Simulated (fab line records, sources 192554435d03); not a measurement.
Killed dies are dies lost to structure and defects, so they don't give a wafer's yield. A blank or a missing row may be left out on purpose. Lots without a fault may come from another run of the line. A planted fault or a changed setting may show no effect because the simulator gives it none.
Chamber matching | flow n5_finfet | N5_PASSIVATION_STRIP_34 on rie_diel-04: 4 sister chambers
The step strips in O2. 4 wafers are shown with their chamber, then 8 later ones without.

WAFERS WITH THEIR CHAMBER
wafer  | chamber | drypump_motor_current_A (A)
L830.4 | 1       | 6.2
L834.3 | 0       | 6.2
L834.6 | 3       | 5.5
L836.1 | 2       | 5.5

WAFERS WITHOUT THEIR CHAMBER
wafer  | drypump_motor_current_A (A)
L836.2 | 6.2
L836.6 | 5.5
L839.4 | 5.5
L839.5 | 6.2
L839.6 | 5.6
L840.2 | 6.2
L840.3 | 5.5
L840.6 | 6.2

WHICH CHAMBER EACH WENT THROUGH
wafer  | from the rows above     | in truth
L836.2 | can't be placed: 0 or 1 | 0
L836.6 | can't be placed: 2 or 3 | 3
L839.4 | can't be placed: 2 or 3 | 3
L839.5 | can't be placed: 0 or 1 | 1
L839.6 | can't be placed: 2 or 3 | 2
L840.2 | can't be placed: 0 or 1 | 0
L840.3 | can't be placed: 2 or 3 | 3
L840.6 | can't be placed: 0 or 1 | 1
Placed correctly: 0 of 8. Can't be placed from these rows: 8 (the true chamber is among the candidates in 8). Placed wrongly: 0.
How it was worked out, from the rows above alone: a wafer's distance from a chamber is the root of the sum, over the readings, of the square of ((its reading less the chamber's mean) divided by the reading's scatter). The wafer belongs to the nearest chamber; if the next one is less than 2 further off, it can't be placed. A chamber's mean is the mean of its shown wafers. The scatter: with one shown wafer a chamber, the root of the mean of the squares of how far each hidden wafer lies from its nearest shown one.
